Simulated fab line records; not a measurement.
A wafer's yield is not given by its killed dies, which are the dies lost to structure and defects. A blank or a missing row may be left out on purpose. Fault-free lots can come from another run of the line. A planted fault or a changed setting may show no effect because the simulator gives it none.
Matching of chambers + flow n5Finfet + 4 sister chambers for N5_BEOL_M8_STRIP_19 on rieDiel-01
The step strips in O2. 14 wafers are shown with their chamber, then 7 later ones without.

== WAFERS, EACH WITH ITS CHAMBER ==
| wafer  | chamber | drypumpMotorCurrentA (A) | showerheadPlenumPTorr (Torr) | throttleValvePct (%) |
|--------|---------|--------------------------|------------------------------|----------------------|
| L074.2 | 2       | 4.8                      | 2.01                         | 16.85                |
| L074.3 | 0       | 5.8                      | 2.11                         | 16.66                |
| L074.4 | 2       | 4.8                      | 2.01                         | 16.86                |
| L077.1 | 1       | 5.1                      | 2.17                         | 16.82                |
| L077.4 | 0       | 5.8                      | 2.10                         | 16.67                |
| L077.6 | 1       | 5.0                      | 2.17                         | 16.84                |
| L080.1 | 3       | 6.2                      | 2.20                         | 16.37                |
| L080.2 | 2       | 4.8                      | 2.01                         | 16.88                |
| L080.4 | 2       | 4.8                      | 2.01                         | 16.88                |
| L082.1 | 2       | 4.8                      | 2.00                         | 16.88                |
| L082.2 | 3       | 6.2                      | 2.20                         | 16.41                |
| L082.6 | 3       | 6.2                      | 2.20                         | 16.40                |
| L083.1 | 0       | 5.8                      | 2.10                         | 16.68                |
| L083.2 | 2       | 4.8                      | 2.00                         | 16.91                |

SIGNATURES, as means of the wafers listed above
| reading               | chamber 0 | chamber 1 | chamber 2 | chamber 3 | scatter within a chamber |
|-----------------------|-----------|-----------|-----------|-----------|--------------------------|
| drypumpMotorCurrentA  | 5.800     | 5.050     | 4.800     | 6.200     | 0.0224                   |
| showerheadPlenumPTorr | 2.1033    | 2.1700    | 2.0067    | 2.2000    | 0.00447                  |
| throttleValvePct      | 16.6700   | 16.8300   | 16.8767   | 16.3933   | 0.0184                   |
Rule: distance of a wafer from a chamber = root of the sum over the readings of ((wafer's reading minus chamber's mean) / reading's scatter) squared. The wafer belongs to the nearest chamber; if the next one is less than 2 further off, it can't be placed. The scatter: take each reading less its chamber's mean, square it, sum over the shown wafers, divide by the number of wafers less the number of chambers, and take the root.

== WAFERS WITHOUT THEIR CHAMBER ==
| wafer  | drypumpMotorCurrentA (A) | showerheadPlenumPTorr (Torr) | throttleValvePct (%) |
|--------|--------------------------|------------------------------|----------------------|
| L083.4 | 5.8                      | 2.09                         | 16.69                |
| L085.2 | 4.8                      | 2.00                         | 16.90                |
| L085.3 | 5.8                      | 2.09                         | 16.74                |
| L085.6 | 4.8                      | 2.00                         | 16.92                |
| L088.1 | 6.2                      | 2.19                         | 16.43                |
| L088.2 | 4.8                      | 2.00                         | 16.91                |
| L088.5 | 5.8                      | 2.09                         | 16.73                |

== THE CHAMBER EACH PASSED THROUGH ==
| wafer  | from the rows above | in truth |
|--------|---------------------|----------|
| L083.4 | 0                   | 0        |
| L085.2 | 2                   | 2        |
| L085.3 | 0                   | 0        |
| L085.6 | 2                   | 2        |
| L088.1 | 3                   | 3        |
| L088.2 | 2                   | 2        |
| L088.5 | 0                   | 0        |
7 of 7 placed correctly. Number that these rows cannot place: 0. Wrongly placed: 0.
